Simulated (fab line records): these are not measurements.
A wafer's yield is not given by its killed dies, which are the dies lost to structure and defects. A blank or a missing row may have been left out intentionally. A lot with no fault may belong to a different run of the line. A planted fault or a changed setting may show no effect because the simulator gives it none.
Split-lot experiment || flow n5 finfet || 7 lots, 21 wafers read, on a route of 1938 steps

## SPLIT DETAILS
At N5_BEOL_M11_TRENCH_ETCH_37 (etches SiCOH lowk in C4F6/O2, target depth 148.83 nm, time 48 s), the setting time s was moved away from the recipe's 48 s on 5 of the 21 wafers read, by -8.9% to +18.7%. All remaining wafers had this setting at the recipe value.

The reading comes from the split's own step.

## THE READING
BEOL_M11.feature depth nm (the simulator's own value, which no gauge read), in nm, at N5_BEOL_M11_TRENCH_ETCH_37 (etches SiCOH lowk in C4F6/O2, target depth 148.83 nm, time 48 s). The file does not state a usual value for it. Average 148.0 nm, standard deviation 2.4 nm, over the 16 wafers here run with the recipe.

{"wafer": "L076.2", "tool, chamber at the split": "rie diel-02, 3", "time s as run, s": 48, "against the recipe": "recipe", "BEOL_M11.feature depth nm, nm": 149, "against lot-mates on the recipe": "-"}
{"wafer": "L076.4", "tool, chamber at the split": "rie diel-02, 1", "time s as run, s": 48, "against the recipe": "recipe", "BEOL_M11.feature depth nm, nm": 152.6, "against lot-mates on the recipe": "-"}
{"wafer": "L076.5", "tool, chamber at the split": "rie diel-02, 0", "time s as run, s": 48, "against the recipe": "recipe", "BEOL_M11.feature depth nm, nm": 146, "against lot-mates on the recipe": "-"}
{"wafer": "L078.4", "tool, chamber at the split": "rie diel-05, 1", "time s as run, s": 54.65, "against the recipe": "+13.9%", "BEOL_M11.feature depth nm, nm": 169.8, "against lot-mates on the recipe": "+21.0"}
{"wafer": "L078.5", "tool, chamber at the split": "rie diel-05, 3", "time s as run, s": 48, "against the recipe": "recipe", "BEOL_M11.feature depth nm, nm": 146.2, "against lot-mates on the recipe": "-"}
{"wafer": "L078.6", "tool, chamber at the split": "rie diel-05, 0", "time s as run, s": 48, "against the recipe": "recipe", "BEOL_M11.feature depth nm, nm": 151.4, "against lot-mates on the recipe": "-"}
{"wafer": "L080.2", "tool, chamber at the split": "rie diel-06, 2", "time s as run, s": 48, "against the recipe": "recipe", "BEOL_M11.feature depth nm, nm": 152.2, "against lot-mates on the recipe": "-"}
{"wafer": "L080.3", "tool, chamber at the split": "rie diel-06, 1", "time s as run, s": 48, "against the recipe": "recipe", "BEOL_M11.feature depth nm, nm": 147, "against lot-mates on the recipe": "-"}
{"wafer": "L080.4", "tool, chamber at the split": "rie diel-06, 0", "time s as run, s": 43.72, "against the recipe": "-8.9%", "BEOL_M11.feature depth nm, nm": 135, "against lot-mates on the recipe": -14.6}
{"wafer": "L088.1", "tool, chamber at the split": "rie diel-06, 3", "time s as run, s": 48, "against the recipe": "recipe", "BEOL_M11.feature depth nm, nm": 143.8, "against lot-mates on the recipe": "-"}
{"wafer": "L088.2", "tool, chamber at the split": "rie diel-06, 0", "time s as run, s": 48, "against the recipe": "recipe", "BEOL_M11.feature depth nm, nm": 148.4, "against lot-mates on the recipe": "-"}
{"wafer": "L088.4", "tool, chamber at the split": "rie diel-06, 1", "time s as run, s": 48, "against the recipe": "recipe", "BEOL_M11.feature depth nm, nm": 146.6, "against lot-mates on the recipe": "-"}
{"wafer": "L089.1", "tool, chamber at the split": "rie diel-05, 1", "time s as run, s": 48, "against the recipe": "recipe", "BEOL_M11.feature depth nm, nm": 147.6, "against lot-mates on the recipe": "-"}
{"wafer": "L089.3", "tool, chamber at the split": "rie diel-05, 2", "time s as run, s": 48, "against the recipe": "recipe", "BEOL_M11.feature depth nm, nm": 147.4, "against lot-mates on the recipe": "-"}
{"wafer": "L089.4", "tool, chamber at the split": "rie diel-05, 3", "time s as run, s": 48, "against the recipe": "recipe", "BEOL_M11.feature depth nm, nm": 146, "against lot-mates on the recipe": "-"}
{"wafer": "L087.1", "tool, chamber at the split": "rie diel-02, 0", "time s as run, s": 48, "against the recipe": "recipe", "BEOL_M11.feature depth nm, nm": 146.2, "against lot-mates on the recipe": "-"}
{"wafer": "L087.2", "tool, chamber at the split": "rie diel-02, 2", "time s as run, s": 48, "against the recipe": "recipe", "BEOL_M11.feature depth nm, nm": 150.2, "against lot-mates on the recipe": "-"}
{"wafer": "L087.5", "tool, chamber at the split": "rie diel-02, 2", "time s as run, s": 52.28, "against the recipe": "+8.9%", "BEOL_M11.feature depth nm, nm": 162.2, "against lot-mates on the recipe": "+14.0"}
{"wafer": "L097.1", "tool, chamber at the split": "rie diel-06, 3", "time s as run, s": 56.97, "against the recipe": "+18.7%", "BEOL_M11.feature depth nm, nm": 173.2, "against lot-mates on the recipe": "+25.8"}
{"wafer": "L097.3", "tool, chamber at the split": "rie diel-06, 1", "time s as run, s": 48, "against the recipe": "recipe", "BEOL_M11.feature depth nm, nm": 147.4, "against lot-mates on the recipe": "-"}
{"wafer": "L097.5", "tool, chamber at the split": "rie diel-06, 2", "time s as run, s": 56.97, "against the recipe": "+18.7%", "BEOL_M11.feature depth nm, nm": 180.6, "against lot-mates on the recipe": "+33.2"}

FIT RESULTS
A straight line over all 21 wafers: BEOL_M11.feature depth nm changes by +1.54 nm for each +1% of time s; r = +0.97; the points scatter about the line by 2.5 nm.
The same after taking each lot's own level away (the mean of its wafers on the recipe; 21 wafers): +1.57 nm for each +1%; r = +0.98; scatter 2.3 nm.
That fit puts the effect of the largest move of time s on the reading at 29 nm.
Across the lots, their own levels run from 146.27 to 149.60 nm, a range of 1.4 times the standard deviation given above.
Consequently the slope shifts little with the lot-to-lot level, the two slopes agreeing.
Check: with one of the wafers moved furthest among these (+18.7%) left out of the fit, the line predicts +31.1 nm for it against its lot-mates. It came out at +25.8 nm against them.

## THESE WAFERS: OTHER SPLITS
Note: prior to the reading, these wafers also went through further splits. Each is held against what the fit with the lots' levels taken away leaves over:
{"other split on the same wafers": "N5_BEOL_M8_EXPOSE_25 dose mj", "wafers away from the commonest value": 9, "r with BEOL_M11.feature depth nm (lot level and that fit taken away)": "+0.23"}
{"other split on the same wafers": "N5_BEOL_M10_COAT_64 spin rpm", "wafers away from the commonest value": 8, "r with BEOL_M11.feature depth nm (lot level and that fit taken away)": "+0.10"}
{"other split on the same wafers": "N5_BEOL_M10_COAT_22 spin rpm", "wafers away from the commonest value": 10, "r with BEOL_M11.feature depth nm (lot level and that fit taken away)": -0.13}
{"other split on the same wafers": "N5_BEOL_M11_HM_DEP_02 target thk a", "wafers away from the commonest value": 9, "r with BEOL_M11.feature depth nm (lot level and that fit taken away)": -0.16}

## THE WHOLE CHAIN: every reading that the file lists as answering this split, in the file's order
{"step": "N5_BEOL_M11_TRENCH_ETCH_37", "what it does": "etches SiCOH lowk in C4F6/O2, target depth 148.83 nm, time 48 s", "reading": "etch.depth nm (the simulator's own value, which no gauge read)", "change (the file's fit)": "+1.57 nm for each +1% of the setting", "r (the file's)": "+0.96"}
{"step": "N5_BEOL_M11_TRENCH_ETCH_37", "what it does": "etches SiCOH lowk in C4F6/O2, target depth 148.83 nm, time 48 s", "reading": "BEOL_M11.feature depth nm (the simulator's own value, which no gauge read)", "change (the file's fit)": "+1.57 nm for each +1% of the setting", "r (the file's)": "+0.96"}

## THE FILE'S OWN FIT
BEOL_M11.feature depth nm changes by +1.57 nm for each +1% of time s, r = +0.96.
